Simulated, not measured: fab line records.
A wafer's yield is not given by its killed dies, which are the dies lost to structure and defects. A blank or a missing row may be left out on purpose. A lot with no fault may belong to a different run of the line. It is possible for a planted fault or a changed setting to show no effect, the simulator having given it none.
Matching of chambers + flow n5-finfet + rie-diel-03 running N5_DUMMY_GATE_ETCH_36: 4 sister chambers
The step etches SiARC in CF4, target depth 13 nm. 4 wafers are shown with their chamber, then 8 later ones without.

== WAFERS, EACH WITH ITS CHAMBER ==
| wafer  | chamber | showerhead-plenum-p-Torr (Torr) |
|--------|---------|---------------------------------|
| L076.1 | 2       | 2.26                            |
| L080.3 | 1       | 2.19                            |
| L082.5 | 3       | 2.09                            |
| L085.1 | 0       | 2.04                            |

== WAFERS MISSING THEIR CHAMBER ==
| wafer  | showerhead-plenum-p-Torr (Torr) |
|--------|---------------------------------|
| L085.5 | 2.19                            |
| L085.6 | 2.04                            |
| L090.3 | 2.09                            |
| L090.5 | 2.09                            |
| L090.6 | 2.04                            |
| L095.3 | 2.18                            |
| L095.4 | 2.25                            |
| L095.5 | 2.03                            |

== THE CHAMBER EACH PASSED THROUGH ==
| wafer  | from the rows above | in truth |
|--------|---------------------|----------|
| L085.5 | 1                   | 1        |
| L085.6 | 0                   | 0        |
| L090.3 | 3                   | 3        |
| L090.5 | 3                   | 3        |
| L090.6 | 0                   | 0        |
| L095.3 | 1                   | 1        |
| L095.4 | 2                   | 2        |
| L095.5 | 0                   | 0        |
Correctly placed: 8 of 8. Can't be placed from these rows: 0. 0 placed wrongly.
How it was worked out, from the rows above alone: a wafer's distance from a chamber is the root of the sum, over the readings, of the square of ((its reading less the chamber's mean) divided by the reading's scatter). The wafer belongs to the nearest chamber; if the next one is less than 2 further off, it can't be placed. A chamber's mean is the mean of its shown wafers. The scatter (one wafer shown for each chamber): square how far every hidden wafer sits from the nearest shown wafer, average those squares and take the square root.
